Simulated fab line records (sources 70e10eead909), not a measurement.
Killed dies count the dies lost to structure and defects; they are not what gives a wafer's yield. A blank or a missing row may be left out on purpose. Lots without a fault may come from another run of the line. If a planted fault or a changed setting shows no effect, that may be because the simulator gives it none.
fab line records	flow nand_harc
record lots=24	wafers=72	last_day=33
route steps=1302 shown A_STAIRCASE@768
lots that met no fault: taken from a fault-free run of the same line
start_h: hours from the record's first day to the start of the lot's first wafer shown	wait_h: hours since the lot's step before	" same as the row above	L1.1+2: several wafers, shown together as one row	- either no value or no given start	* or withheld: withheld	< > ~ a bound
route shown NAME@n: a module of which the file shows steps, and the number in the route of the first	usual: mean and standard deviation over wafers with no fault	same: alike in all rows	chamber/n: place in a boat	sites: readings site by site	_std_site: standard deviation across them	_edge_site: mean of outer sites minus mean of inner sites	radius_mm: how far each site lies from the wafer's centre	mask NAME#n: copy n	behind: tool/chamber where the wafer was last shaped	hold: cause of the lot's hold/its duration in hours/its outcome	device: the transistor (n, p or np) that didn't switch	end of line: tests of these same wafers at the route's end	where a step has no rows: the recipe by itself	killed: not the wafer's yield, but the dies lost to structure and defects at the first sort	map: a wafer's dies, x killed, . not, _ none there
set.NAME: the run value of the setting; set.NAME@STEP: its run value at that earlier step	model.NAME: the simulator's own value behind a step, which no gauge read
a sample of lots followed through the steps of the route, with each step as a table and each wafer as a row
services: a tool's chamber out of use, with start hour (start_h, from the record's first day; less than 0 if before it), hours out, and reason
## steps
# step NHARC_A_STAIRCASE_STRIP_254
# recipe power_w=1500	temp_c=250	chemistry=O2
# usual drypump_motor_current_A=5.6/0.54	heater_power_w=310/30
lot.wafer	tool	chamber	start_h	wait_h	drypump_motor_current_A	heater_power_w	rf_hours_counter_h
L075.2	plasma_asher-01	0	367.53	-	4.8	327	4
L075.3	"	0	"	"	4.8	335	-
L075.4	"	1	"	"	5.8	324	-
L074.2	plasma_asher-01	0	367.83	-	4.8	330	4
L074.1	"	1	"	"	5.8	329	4
L074.6	"	0	"	"	4.8	325	-
L076.2	plasma_asher-02	1	381.10	-	6.2	300	25
L076.1	"	0	"	"	5.9	256	25
L076.5	"	0	"	"	5.9	251	-
L077.2	plasma_asher-01	0	388.95	-	4.8	321	8
L077.4	"	1	"	"	5.8	321	-
L077.6	"	1	"	"	5.8	320	-
L079.1	plasma_asher-02	1	406.79	-	6.2	318	30
L079.2	"	0	"	"	5.9	262	30
L079.5	"	1	"	"	6.2	312	-
L078.2	plasma_asher-01	0	406.96	-	4.8	325	12
L078.3	"	0	"	"	4.8	318	-
L078.6	"	1	"	"	5.8	325	-
L080.3	plasma_asher-01	1	425.89	-	5.9	323	-
L080.6	"	1	"	"	5.9	334	-
L080.5	"	0	"	"	4.8	325	-
L081.1	plasma_asher-02	1	426.54	-	6.2	320	34
L081.3	"	0	"	"	5.9	259	-
L081.6	"	1	"	"	6.2	314	-
L082.1	plasma_asher-01	0	456.77	-	4.8	332	23
L082.3	"	1	"	"	5.9	332	-
L082.5	"	1	"	"	5.9	322	-
L083.1	plasma_asher-01	0	457.30	-	4.8	328	23
L083.2	"	1	"	"	5.9	324	23
L083.5	"	0	"	"	4.8	336	-
L085.3	plasma_asher-02	1	466.61	-	6.1	327	-
L085.5	"	0	"	"	5.9	254	-
L085.6	"	1	"	"	6.1	336	-
L084.3	plasma_asher-01	1	466.73	-	5.8	315	-
L084.5	"	0	"	"	4.8	328	-
L084.6	"	1	"	"	5.8	333	-
L086.2	plasma_asher-01	0	492.00	-	4.8	331	29
L086.3	"	1	"	"	5.9	324	-
L086.6	"	1	"	"	5.9	325	-
L087.1	plasma_asher-02	1	506.67	-	6.1	323	15
L087.5	"	0	"	"	5.9	257	-
L087.6	"	1	"	"	6.1	339	-
L089.1	plasma_asher-01	0	506.91	-	4.8	329	33
L089.4	"	1	"	"	5.8	325	-
L089.3	"	0	"	"	4.8	322	-
L088.4	plasma_asher-02	1	508.34	-	6.2	319	-
L088.5	"	1	"	"	6.2	329	-
L088.6	"	0	"	"	5.9	257	-
L090.2	plasma_asher-02	1	519.18	-	6.1	326	17
L090.3	"	0	"	"	5.9	253	-
L090.6	"	1	"	"	6.1	329	-
L091.2	plasma_asher-02	1	541.55	-	6.2	323	23
L091.3	"	1	"	"	6.2	326	-
L091.6	"	1	"	"	6.2	323	-
L092.1	plasma_asher-01	1	547.54	-	5.9	333	4
L092.6	"	1	"	"	5.9	335	-
L092.5	"	0	"	"	4.8	325	-
L093.2	plasma_asher-02	0	547.72	-	5.9	254	25
L093.3	"	1	"	"	6.1	330	-
L093.5	"	0	"	"	5.9	255	-
L094.1	plasma_asher-02	0	559.43	-	5.9	254	26
L094.3	"	0	"	"	5.9	261	-
L094.6	"	0	"	"	5.9	246	-
L095.1	plasma_asher-01	0	580.61	-	4.8	329	10
L095.4	"	0	"	"	4.8	324	-
L095.5	"	1	"	"	5.8	333	-
L096.1	plasma_asher-01	0	589.03	-	4.8	330	11
L096.4	"	0	"	"	4.8	327	-
L096.3	"	1	"	"	5.8	326	-
L097.2	plasma_asher-02	0	596.26	-	5.8	258	35
L097.4	"	0	"	"	5.9	260	-
L097.5	"	1	"	"	6.2	329	-
# step NHARC_A_STAIRCASE_DEP_259
# recipe target_thk_a=300	target_thk_nm=30	temp_c=400	pressure_torr=3.5	flow_sccm=200	rf_w=350	material=SiON
# usual heater_power_w=686/93
lot.wafer	tool	chamber	start_h	wait_h	heater_power_w
L075.2	pecvd-01	2	370.19	1.2	614
L075.3	"	0	"	"	678
L075.4	"	2	"	"	615
L074.2	pecvd-02	1	372.04	1.3	707
L074.1	"	0	"	"	652
L074.6	"	0	"	"	655
L076.1	pecvd-02	1	385.77	1.5	726
L076.2	"	0	"	"	764
L076.5	"	2	"	"	577
L077.2	pecvd-01	0	395.46	1.3	748
L077.6	"	0	"	"	734
L077.4	"	1	"	"	677
L079.2	pecvd-01	0	409.46	1.3	664
L079.1	"	2	"	"	661
L079.5	"	0	"	"	656
L078.3	pecvd-01	1	411.35	1.0	815
L078.2	"	2	"	"	598
L078.6	"	1	"	"	808
L080.3	pecvd-01	0	429.12	1.0	644
L080.5	"	2	"	"	619
L080.6	"	0	"	"	630
L081.3	pecvd-04	2	429.36	0.9	652
L081.1	"	1	"	"	627
L081.6	"	2	"	"	658
L082.1	pecvd-01	1	462.17	1.6	721
L082.3	"	1	"	"	745
L082.5	"	0	"	"	731
L083.2	pecvd-01	0	463.57	1.2	669
L083.1	"	1	"	"	793
L083.5	"	1	"	"	785
L085.3	pecvd-02	2	469.53	0.9	558
L085.6	"	0	"	"	682
L085.5	"	1	"	"	590
L084.3	pecvd-04	0	469.71	1.0	808
L084.5	"	2	"	"	647
L084.6	"	1	"	"	623
L086.3	pecvd-02	2	497.54	1.0	593
L086.2	"	0	"	"	721
L086.6	"	2	"	"	584
L087.1	pecvd-01	0	510.76	1.5	734
L087.6	"	0	"	"	740
L087.5	"	1	"	"	713
L089.3	pecvd-02	1	511.42	1.0	718
L089.1	"	2	"	"	485
L089.4	"	1	"	"	728
L088.5	pecvd-02	1	515.15	0.4	650
L088.6	"	2	"	"	499
L088.4	"	0	"	"	807
L090.3	pecvd-02	0	522.39	0.9	716
L090.2	"	2	"	"	553
L090.6	"	1	"	"	706
L091.3	pecvd-04	2	544.29	1.0	659
L091.2	"	0	"	"	859
L091.6	"	2	"	"	643
L092.1	pecvd-02	1	555.28	1.6	616
L092.5	"	0	"	"	779
L092.6	"	1	"	"	624
L093.3	pecvd-04	0	556.30	0.9	870
L093.2	"	2	"	"	642
L093.5	"	0	"	"	873
L094.3	pecvd-04	2	564.66	1.0	660
L094.1	"	0	"	"	777
L094.6	"	1	"	"	604
L095.1	pecvd-04	2	583.28	1.6	622
L095.5	"	1	"	"	654
L095.4	"	0	"	"	840
L096.3	pecvd-01	0	594.30	0.9	668
L096.1	"	1	"	"	808
L096.4	"	1	"	"	826
L097.2	pecvd-04	1	601.82	1.3	616
L097.5	"	0	"	"	852
L097.4	"	1	"	"	628
# step NHARC_A_STAIRCASE_ETCH_451
# recipe target_depth_a=300	overetch_a=30	time_s=16.5	ion_energy_ev=100	cf4_flow_sccm=80	o2_flow_sccm=20	ar_flow_sccm=0	rf_w=300	bias_w=100	chemistry=CF4/O2
# usual chamber_pressure_mTorr=30.004/0.03	drypump_motor_current_A=5.7/0.57	o2_flow_sccm=20.00/0.063	oes_o_777_au=1.000/0.0044	oes_product_au=0.999/0.012	rf_vpp_V=197.9/1.6	showerhead_plenum_p_Torr=1.34/0.067	throttle_valve_pct=13.398/0.0083
lot.wafer	tool	chamber	start_h	wait_h	chamber_pressure_mTorr	drypump_motor_current_A	o2_flow_sccm	oes_o_777_au	oes_product_au	rf_hours_counter_h	rf_vpp_V	showerhead_plenum_p_Torr	throttle_valve_pct
L075.2	rie_diel-03	1	-	-	29.954	4.7	20.05	0.998	1.007	26	194.2	1.24	13.407
L075.3	"	0	"	"	30.024	5.5	20.06	1.008	1.003	26	195.4	1.28	13.393
L075.4	"	2	"	"	30.010	5.8	19.94	1.000	0.992	-	196.7	1.35	13.404
L074.2	rie_diel-11	3	-	-	30.012	6.2	19.87	1.000	0.999	35	200.1	1.44	13.413
L074.1	"	0	"	"	30.010	6.0	19.96	0.995	1.016	34	200.6	1.43	13.388
L074.6	"	2	"	"	29.990	5.3	19.97	1.006	1.019	-	195.8	1.29	13.406
L076.2	rie_diel-13	0	-	-	29.941	6.5	20.05	1.001	1.005	10	197.3	1.31	13.404
L076.1	"	1	"	"	29.946	4.8	19.90	0.998	0.988	10	196.3	1.30	13.396
L076.5	"	3	"	"	29.997	5.2	20.09	0.989	1.002	-	201.4	1.44	13.404
L077.4	rie_diel-13	1	-	-	29.984	4.8	19.95	0.992	0.982	17	196.5	1.30	13.396
L077.2	"	2	"	"	29.965	5.6	20.03	1.005	0.993	19	197.3	1.29	13.392
L077.6	"	1	"	"	29.997	4.8	19.92	0.993	0.994	-	197.7	1.30	13.389
L079.2	rie_diel-03	1	-	-	30.006	4.7	20.12	1.002	1.009	30	196.8	1.24	13.411
L079.1	"	0	"	"	30.011	5.4	20.04	1.002	1.007	30	197.9	1.28	13.407
L079.5	"	0	"	"	29.975	5.4	19.90	1.002	1.011	-	196.5	1.28	13.405
L078.2	rie_diel-13	3	-	-	30.041	5.2	20.02	0.996	0.993	23	200.4	1.44	13.397
L078.3	"	0	"	"	30.011	6.5	20.09	1.008	1.006	23	197.5	1.30	13.413
L078.6	"	2	"	"	30.040	5.7	19.97	1.001	1.002	-	195.5	1.28	13.400
L080.3	rie_diel-13	3	-	-	29.960	5.2	20.05	0.994	1.012	29	199.5	1.44	13.380
L080.6	"	1	"	"	29.942	4.8	19.96	1.000	0.992	-	197.3	1.30	13.410
L080.5	"	2	"	"	29.973	5.6	20.04	0.998	1.002	-	196.1	1.28	13.395
L081.3	rie_diel-11	0	-	-	29.942	6.0	20.01	1.000	0.997	53	200.0	1.42	13.397
L081.1	"	1	"	"	30.022	6.3	19.90	0.998	1.003	56	198.3	1.32	13.396
L081.6	"	3	"	"	30.005	6.2	20.03	0.997	0.989	-	200.2	1.43	13.400
L082.1	rie_diel-11	3	-	-	30.011	6.2	19.97	0.999	0.979	7	198.4	1.43	13.405
L082.3	"	0	"	"	29.991	6.0	20.01	1.003	1.000	7	197.4	1.42	13.403
L082.5	"	0	"	"	30.030	6.0	20.05	0.997	1.005	-	199.5	1.42	13.406
L083.1	rie_diel-13	2	-	-	30.006	5.6	19.97	1.005	1.006	49	197.0	1.28	13.418
L083.2	"	0	"	"	29.971	6.5	19.97	1.000	1.025	41	197.4	1.30	13.392
L083.5	"	2	"	"	30.016	5.6	19.96	1.009	1.006	-	197.1	1.28	13.395
L085.3	rie_diel-11	0	-	-	30.003	6.0	20.03	1.004	0.996	9	200.4	1.42	13.393
L085.5	"	2	"	"	30.002	5.3	20.11	1.001	1.000	-	196.8	1.28	13.391
L085.6	"	3	"	"	30.033	6.2	19.99	0.992	0.984	-	199.5	1.43	13.400
L084.3	rie_diel-11	3	-	-	29.976	6.2	19.92	0.997	0.983	11	198.8	1.43	13.407
L084.6	"	0	"	"	29.993	6.0	20.10	0.998	1.009	-	199.9	1.42	13.405
L084.5	"	1	"	"	30.017	6.3	19.93	1.003	1.007	-	197.8	1.32	13.386
L086.2	rie_diel-13	3	-	-	30.033	5.2	19.94	1.003	0.984	60	198.9	1.43	13.394
L086.3	"	1	"	"	30.050	4.8	19.99	1.004	0.988	58	195.2	1.29	13.397
L086.6	"	3	"	"	30.006	5.2	20.00	1.000	1.004	-	198.0	1.43	13.394
L087.1	rie_diel-11	1	-	-	29.973	6.3	19.99	0.990	0.987	21	199.2	1.31	13.408
L087.6	"	2	"	"	29.980	5.3	19.94	0.999	1.014	-	197.3	1.28	13.387
L087.5	"	3	"	"	29.972	6.2	19.96	1.007	0.986	-	200.8	1.43	13.390
L089.4	rie_diel-13	2	-	-	30.008	5.6	19.96	1.001	1.001	65	198.4	1.28	13.397
L089.3	"	3	"	"	30.006	5.2	20.01	1.003	0.982	65	198.5	1.43	13.406
L089.1	"	0	"	"	29.971	6.5	20.00	1.010	1.020	56	197.9	1.30	13.403
L088.4	rie_diel-11	0	-	-	30.004	6.0	19.91	1.008	1.003	22	198.8	1.42	13.395
L088.5	"	3	"	"	29.971	6.2	19.95	1.001	0.975	-	200.2	1.43	13.403
L088.6	"	0	"	"	29.970	6.0	19.99	1.000	0.997	-	198.5	1.42	13.395
L090.2	rie_diel-11	2	-	-	29.980	5.3	19.99	1.003	1.002	25	197.3	1.28	13.382
L090.3	"	3	"	"	30.025	6.2	20.05	0.998	0.977	27	199.6	1.43	13.398
L090.6	"	2	"	"	29.992	5.3	20.04	1.001	1.001	-	196.9	1.28	13.396
L091.2	rie_diel-13	0	-	-	30.004	6.5	19.95	1.005	1.011	5	196.9	1.30	13.390
L091.3	"	1	"	"	29.933	4.8	20.02	0.996	0.999	5	196.9	1.29	13.399
L091.6	"	3	"	"	29.967	5.2	19.98	0.995	0.986	-	198.3	1.43	13.385
L092.1	rie_diel-13	3	-	-	30.029	5.2	20.12	0.995	0.988	8	197.7	1.43	13.412
L092.6	"	3	"	"	29.996	5.2	20.15	1.001	0.986	-	200.0	1.43	13.407
L092.5	"	0	"	"	29.978	6.5	19.89	1.000	1.012	-	198.8	1.30	13.395
L093.3	rie_diel-11	3	-	-	29.991	6.2	20.23	0.996	0.977	39	199.1	1.42	13.389
L093.2	"	2	"	"	30.036	5.3	20.00	0.997	0.993	36	196.3	1.28	13.389
L093.5	"	0	"	"	30.006	6.0	20.03	1.005	0.989	-	200.1	1.41	13.417
L094.3	rie_diel-11	1	-	-	29.989	6.3	20.10	1.000	0.974	39	198.2	1.31	13.405
L094.1	"	3	"	"	30.032	6.2	19.90	1.000	0.988	42	199.1	1.42	13.408
L094.6	"	1	"	"	30.008	6.3	20.05	0.989	0.976	-	197.7	1.31	13.395
L095.1	rie_diel-13	3	-	-	29.995	5.2	20.06	1.002	0.986	20	198.2	1.43	13.404
L095.4	"	2	"	"	30.010	5.6	20.00	1.000	1.000	18	195.7	1.27	13.380
L095.5	"	0	"	"	29.970	6.5	19.92	1.002	0.997	-	194.9	1.29	13.415
L096.3	rie_diel-13	0	-	-	30.045	6.5	20.01	1.003	1.001	21	196.3	1.29	13.393
L096.1	"	1	"	"	29.967	4.8	20.05	1.002	0.989	18	195.9	1.29	13.404
L096.4	"	2	"	"	30.003	5.6	19.94	1.004	1.004	22	196.4	1.27	13.395
L097.4	rie_diel-13	3	-	-	30.024	5.2	20.02	0.992	0.995	27	199.9	1.42	13.394
L097.2	"	1	"	"	29.999	4.8	20.05	1.003	1.001	21	196.5	1.28	13.392
L097.5	"	2	"	"	29.953	5.6	19.93	0.999	1.006	-	196.7	1.27	13.398
# step NHARC_A_STAIRCASE_DEP_280
# recipe target_thk_a=300	target_thk_nm=30	temp_c=400	pressure_torr=3.5	flow_sccm=200	rf_w=350	material=SiON
# usual heater_power_w=696/90
lot.wafer	tool	chamber	start_h	wait_h	heater_power_w
L075.3	pecvd-01	0	378.27	0.9	704
L075.2	"	2	"	"	604
L075.4	"	0	"	"	715
L074.2	pecvd-01	1	381.43	1.3	697
L074.1	"	2	"	"	664
L074.6	"	2	"	"	663
L076.1	pecvd-04	1	395.66	1.6	687
L076.2	"	2	"	"	654
L076.5	"	2	"	"	643
L077.2	pecvd-04	1	401.32	1.2	610
L077.4	"	1	"	"	618
L077.6	"	2	"	"	685
L079.1	pecvd-01	2	418.13	1.6	548
L079.2	"	0	"	"	655
L079.5	"	2	"	"	551
L078.2	pecvd-04	2	419.95	1.3	663
L078.3	"	0	"	"	937
L078.6	"	0	"	"	957
L080.3	pecvd-01	1	435.18	1.0	672
L080.5	"	0	"	"	724
L080.6	"	1	"	"	680
L081.1	pecvd-01	2	435.32	1.6	601
L081.3	"	1	"	"	798
L081.6	"	1	"	"	809
L082.1	pecvd-02	0	468.08	1.6	801
L082.3	"	1	"	"	626
L082.5	"	1	"	"	634
L083.1	pecvd-01	0	469.90	1.6	694
L083.2	"	1	"	"	775
L083.5	"	1	"	"	792
L085.3	pecvd-02	2	479.39	1.0	544
L085.5	"	0	"	"	762
L085.6	"	1	"	"	657
L084.3	pecvd-01	0	479.51	1.0	756
L084.5	"	1	"	"	723
L084.6	"	0	"	"	733
L086.3	pecvd-01	0	505.35	0.9	755
L086.2	"	1	"	"	764
L086.6	"	2	"	"	664
L087.1	pecvd-01	2	516.96	1.6	638
L087.6	"	0	"	"	750
L087.5	"	2	"	"	645
L089.1	pecvd-04	2	517.83	1.6	561
L089.3	"	0	"	"	834
L089.4	"	1	"	"	656
L088.4	pecvd-02	1	521.81	0.7	656
L088.6	"	2	"	"	550
L088.5	"	0	"	"	834
L090.3	pecvd-04	0	530.31	0.9	878
L090.2	"	1	"	"	668
L090.6	"	1	"	"	644
L091.2	pecvd-04	1	554.47	1.2	662
L091.3	"	0	"	"	878
L091.6	"	1	"	"	693
L092.1	pecvd-01	2	563.41	1.6	621
L092.6	"	1	"	"	814
L092.5	"	2	"	"	637
L093.2	pecvd-02	2	565.24	1.3	529
L093.3	"	0	"	"	676
L093.5	"	2	"	"	518
L094.1	pecvd-04	2	570.69	1.6	665
L094.3	"	1	"	"	645
L094.6	"	0	"	"	873
L095.1	pecvd-01	0	592.51	1.6	631
L095.5	"	2	"	"	678
L095.4	"	0	"	"	663
L096.3	pecvd-02	0	602.40	0.9	712
L096.1	"	2	"	"	575
L096.4	"	1	"	"	706
L097.2	pecvd-01	2	607.87	1.3	650
L097.5	"	0	"	"	695
L097.4	"	1	"	"	748
# step NHARC_A_STAIRCASE_HM_DEP_462
# recipe target_thk_a=8000	temp_c=400	material=aC
# usual throttle_valve_pct=34.999/0.0091
lot.wafer	tool	chamber	start_h	wait_h	throttle_valve_pct
L075.2	acl_dep-01	0	382.27	0.8	34.997
L075.3	"	0	"	"	35.007
L075.4	"	0	"	"	35.001
L074.1	acl_dep-03	0	385.74	1.2	35.001
L074.2	"	0	"	"	35.013
L074.6	"	0	387.28	2.7	35.011
L076.1	acl_dep-02	0	398.95	0.1	35.000
L076.2	"	0	"	"	34.992
L076.5	"	0	"	"	34.991
L077.2	acl_dep-02	0	404.88	0.4	35.000
L077.4	"	0	"	"	35.008
L077.6	"	0	"	"	34.981
L079.1	acl_dep-01	0	421.31	0.1	35.006
L079.2	"	0	"	"	34.989
L079.5	"	0	"	"	35.006
L078.2	acl_dep-03	0	425.97	2.5	34.983
L078.3	"	0	"	"	34.975
L078.6	"	0	"	"	35.021
L080.3	acl_dep-01	0	439.84	0.7	35.014
L080.5	"	0	"	"	35.010
L080.6	"	0	"	"	35.012
L081.1	acl_dep-03	0	440.95	0.1	35.000
L081.3	"	0	"	"	34.997
L081.6	"	0	"	"	34.991
L082.1	acl_dep-03	0	475.55	1.5	35.006
L082.3	"	0	"	"	34.999
L082.5	"	0	"	"	34.986
L083.1	acl_dep-01	0	477.78	2.3	35.009
L083.2	"	0	"	"	35.015
L083.5	"	0	"	"	34.999
L085.3	acl_dep-02	0	483.49	0.7	35.005
L085.5	"	0	"	"	34.997
L085.6	"	0	"	"	35.002
L084.3	acl_dep-01	0	483.74	0.7	34.989
L084.5	"	0	"	"	34.995
L084.6	"	0	"	"	35.006
L086.2	acl_dep-03	0	511.69	3.2	34.999
L086.3	"	0	"	"	35.004
L086.6	"	0	"	"	34.999
L087.1	acl_dep-02	0	521.70	1.6	34.995
L087.5	"	0	522.95	2.9	34.996
L087.6	"	0	"	"	34.989
L089.1	acl_dep-01	0	523.13	2.2	34.998
L089.3	"	0	"	"	34.997
L089.4	"	0	"	"	34.993
L088.4	acl_dep-01	0	528.49	3.6	34.991
L088.5	"	0	"	"	34.998
L088.6	"	0	"	"	35.013
L090.2	acl_dep-01	0	533.88	0.4	34.998
L090.3	"	0	"	"	35.001
L090.6	"	0	"	"	35.010
L091.2	acl_dep-02	0	558.06	0.4	35.006
L091.3	"	0	"	"	34.994
L091.6	"	0	"	"	34.999
L092.1	acl_dep-03	0	566.54	0.1	35.006
L092.5	"	0	567.76	1.3	35.014
L092.6	"	0	"	"	35.013
L093.2	acl_dep-02	0	568.80	0.4	34.988
L093.3	"	0	"	"	35.001
L093.5	"	0	"	"	35.013
L094.1	acl_dep-01	0	575.37	0.1	34.994
L094.3	"	0	"	"	35.001
L094.6	"	0	"	"	34.995
L095.1	acl_dep-01	0	598.01	2.2	35.006
L095.4	"	0	"	"	34.994
L095.5	"	0	"	"	34.989
L096.1	acl_dep-03	0	605.75	0.1	35.000
L096.3	"	0	"	"	34.988
L096.4	"	0	"	"	35.005
L097.2	acl_dep-01	0	611.83	0.9	34.995
L097.4	"	0	"	"	35.000
L097.5	"	0	"	"	35.007
# step NHARC_A_STAIRCASE_ETCHBACK_157
# recipe target_depth_a=900	over_etch_frac=0.3	time_s=167.14	ion_energy_ev=120	ch3f_flow_sccm=50	o2_flow_sccm=30	ar_flow_sccm=200	rf_w=500	bias_w=100	chemistry=CH3F/O2
# usual chamber_pressure_mTorr=25.002/0.025	drypump_motor_current_A=5.6/0.55	o2_flow_sccm=30.00/0.088	oes_product_au=0.980/0.028	rf_vpp_V=244.1/1.8	showerhead_plenum_p_Torr=2.44/0.12	throttle_valve_pct=20.663/0.0083
lot.wafer	tool	chamber	start_h	wait_h	chamber_pressure_mTorr	drypump_motor_current_A	o2_flow_sccm	oes_product_au	rf_hours_counter_h	rf_vpp_V	showerhead_plenum_p_Torr	throttle_valve_pct
L075.2	rie_diel-03	0	440.32	0.3	25.019	5.4	30.05	0.994	39	242.8	2.36	20.665
L075.3	"	1	"	"	25.023	4.7	30.02	0.971	-	242.4	2.28	20.663
L075.4	"	0	"	"	24.979	5.4	30.06	0.989	-	242.4	2.36	20.663
L074.2	rie_diel-13	1	444.87	0.5	25.040	4.8	29.95	0.990	42	243.3	2.38	20.669
L074.1	"	2	"	"	25.028	5.6	30.19	1.003	43	243.5	2.36	20.651
L074.6	"	1	"	"	25.016	4.7	29.92	0.989	-	243.4	2.38	20.655
L076.1	rie_diel-11	3	449.76	0.2	25.018	6.2	29.79	0.989	3	246.1	2.64	20.661
L076.2	"	0	"	"	24.964	6.0	30.01	0.985	3	246.2	2.61	20.667
L076.5	"	3	"	"	24.997	6.2	29.93	0.992	-	246.6	2.64	20.667
L077.2	rie_diel-11	3	450.86	0.2	24.980	6.2	30.01	0.999	3	245.1	2.64	20.684
L077.4	"	0	"	"	25.048	5.9	29.89	1.003	3	246.3	2.61	20.669
L077.6	"	3	"	"	24.984	6.2	30.05	0.989	-	246.3	2.64	20.644
L078.2	rie_diel-11	0	475.55	0.2	25.024	6.0	29.95	1.003	13	245.4	2.61	20.672
L078.3	"	2	"	"	24.979	5.3	29.98	1.007	12	243.3	2.37	20.655
L078.6	"	0	"	"	24.950	6.0	29.94	1.011	-	245.9	2.61	20.673
L079.1	rie_diel-13	3	476.30	0.1	25.031	5.3	30.02	0.923	53	247.4	2.64	20.659
L079.2	"	1	"	"	24.971	4.8	29.91	0.922	53	243.7	2.38	20.661
L079.5	"	3	"	"	24.977	5.2	30.09	0.929	-	246.1	2.64	20.660
L081.3	rie_diel-11	1	491.73	0.2	25.007	6.3	30.07	0.983	16	245.1	2.42	20.663
L081.1	"	2	"	"	25.039	5.3	30.07	0.979	15	242.6	2.37	20.655
L081.6	"	0	"	"	25.015	6.0	29.87	0.976	-	247.1	2.61	20.663
L080.3	rie_diel-11	1	492.96	0.2	25.010	6.3	30.06	0.971	16	244.8	2.42	20.668
L080.6	"	0	"	"	24.973	6.0	30.05	0.993	-	246.6	2.61	20.673
L080.5	"	1	"	"	24.976	6.3	30.04	0.980	-	243.7	2.42	20.665
L082.3	rie_diel-03	3	526.06	0.1	24.996	5.9	30.05	0.993	20	244.9	2.50	20.666
L082.1	"	1	"	"	24.971	4.7	29.99	0.990	20	242.8	2.27	20.661
L082.5	"	3	"	"	25.027	5.9	29.90	0.998	-	245.7	2.50	20.654
L084.3	rie_diel-03	3	533.66	0.2	25.005	5.9	30.06	0.931	26	244.8	2.50	20.661
L084.6	"	1	"	"	24.988	4.7	29.99	0.921	-	241.0	2.27	20.665
L084.5	"	2	"	"	25.029	5.9	29.84	1.000	-	245.2	2.47	20.664
L083.2	rie_diel-03	1	533.94	0.2	24.956	4.7	30.11	0.996	27	242.3	2.27	20.665
L083.1	"	2	"	"	24.999	5.8	30.14	0.989	11	244.1	2.47	20.649
L083.5	"	3	"	"	24.977	5.8	30.21	1.005	-	246.2	2.50	20.661
L085.3	rie_diel-03	1	536.52	0.1	24.971	4.7	30.00	0.999	28	241.3	2.27	20.661
L085.5	"	0	"	"	25.014	5.4	29.97	1.004	-	242.7	2.34	20.662
L085.6	"	1	"	"	24.948	4.7	30.09	0.994	-	242.0	2.27	20.660
L086.2	rie_diel-13	3	565.59	0.2	25.001	5.2	29.92	0.986	14	246.3	2.63	20.671
L086.3	"	0	"	"	25.009	6.5	29.98	0.998	13	242.5	2.39	20.683
L086.6	"	0	"	"	25.003	6.5	29.85	0.984	-	244.7	2.38	20.667
L087.1	rie_diel-03	3	575.77	0.2	24.976	5.9	30.09	0.949	33	245.4	2.49	20.647
L087.5	"	1	"	"	24.961	4.7	29.91	0.944	-	242.5	2.27	20.670
L087.6	"	2	"	"	25.040	5.9	30.09	0.929	-	245.2	2.47	20.662
L089.1	rie_diel-13	1	575.93	0.2	24.955	4.8	29.93	1.001	15	243.1	2.37	20.678
L089.4	"	3	"	"	25.017	5.2	30.16	0.991	20	248.1	2.62	20.654
L089.3	"	0	"	"	25.001	6.5	30.07	1.000	17	243.9	2.38	20.672
L090.3	rie_diel-11	1	585.07	0.2	25.044	6.3	30.00	0.984	49	242.0	2.41	20.665
L090.2	"	3	"	"	24.956	6.2	29.89	0.988	51	246.4	2.62	20.654
L090.6	"	0	"	"	24.998	6.0	29.93	0.999	-	247.2	2.59	20.663
L088.4	rie_diel-11	1	585.39	0.2	25.011	6.3	29.85	0.967	49	243.5	2.41	20.666
L088.6	"	2	"	"	25.005	5.3	29.89	0.974	-	242.8	2.35	20.674
L088.5	"	3	"	"	25.005	6.2	29.99	0.966	-	246.4	2.61	20.676
L091.3	rie_diel-03	3	608.56	0.1	24.997	5.8	30.07	1.002	44	245.6	2.49	20.672
L091.2	"	0	"	"	24.989	5.4	30.08	0.990	44	242.5	2.34	20.676
L091.6	"	0	"	"	25.001	5.4	29.86	0.993	-	243.5	2.34	20.666
L092.1	rie_diel-03	0	620.93	0.1	24.997	5.4	30.09	0.925	54	243.8	2.33	20.646
L092.5	"	0	"	"	25.004	5.4	30.00	0.918	-	241.3	2.33	20.667
L092.6	"	3	"	"	24.986	5.8	30.24	0.942	-	244.3	2.48	20.662
L093.3	rie_diel-13	1	620.94	0.2	25.008	4.8	30.14	0.972	27	244.3	2.36	20.674
L093.2	"	3	"	"	25.033	5.2	30.15	0.959	37	246.6	2.62	20.665
L093.5	"	1	"	"	24.996	4.8	30.07	0.965	-	243.3	2.37	20.671
L094.3	rie_diel-03	3	623.83	0.2	25.032	5.9	29.97	1.015	55	245.2	2.48	20.660
L094.1	"	2	"	"	25.000	5.9	29.94	0.999	37	243.6	2.46	20.665
L094.6	"	0	"	"	25.021	5.4	30.07	0.983	-	242.1	2.33	20.667
L095.1	rie_diel-13	0	648.61	0.2	24.999	6.5	30.06	1.011	39	243.3	2.37	20.659
L095.5	"	0	"	"	25.008	6.5	30.00	1.011	-	244.2	2.38	20.672
L095.4	"	1	"	"	24.971	4.8	30.06	0.989	-	243.5	2.36	20.663
L096.1	rie_diel-13	2	654.98	0.1	24.984	5.6	29.92	0.926	38	242.3	2.34	20.669
L096.3	"	0	"	"	25.014	6.5	30.00	0.918	40	243.5	2.37	20.651
L096.4	"	1	"	"	24.993	4.8	29.90	0.924	38	242.3	2.36	20.667
L097.4	rie_diel-13	2	667.67	0.2	25.018	5.6	29.99	1.004	42	242.4	2.33	20.664
L097.2	"	3	"	"	25.042	5.3	29.91	1.009	53	247.1	2.61	20.643
L097.5	"	0	"	"	25.024	6.5	30.07	1.012	-	243.7	2.37	20.657
## services
tool	chamber	start_h	hours	kind
pecvd-02	2	347.30	4.7	repair
pecvd-01	0	348.03	4.4	repair
pecvd-02	2	352.15	2.2	repair
rie_diel-11	1	406.30	4.6	repair
rie_diel-11	0	412.92	1.2	repair
rie_diel-13	0	414.23	11.1	repair
rie_diel-11	-	432.72	9.0	pm
pecvd-04	-	450.71	13.0	pm
pecvd-01	2	456.09	16.9	repair
rie_diel-11	0	477.13	5.4	repair
rie_diel-11	-	480.17	0.7	repair
rie_diel-11	2	485.48	1.2	repair
pecvd-01	-	492.08	13.0	pm
rie_diel-13	-	520.02	9.0	pm
pecvd-01	-	521.55	1.8	repair
pecvd-04	-	522.61	1.1	repair
pecvd-01	-	525.54	0.4	repair
pecvd-04	2	538.55	2.9	repair
rie_diel-11	0	544.89	2.9	repair
rie_diel-11	-	609.72	9.0	pm
pecvd-04	-	631.71	13.0	pm
rie_diel-13	2	637.12	12.7	repair
rie_diel-11	1	656.74	4.0	repair
pecvd-04	2	661.68	5.1	repair
## key
fault none
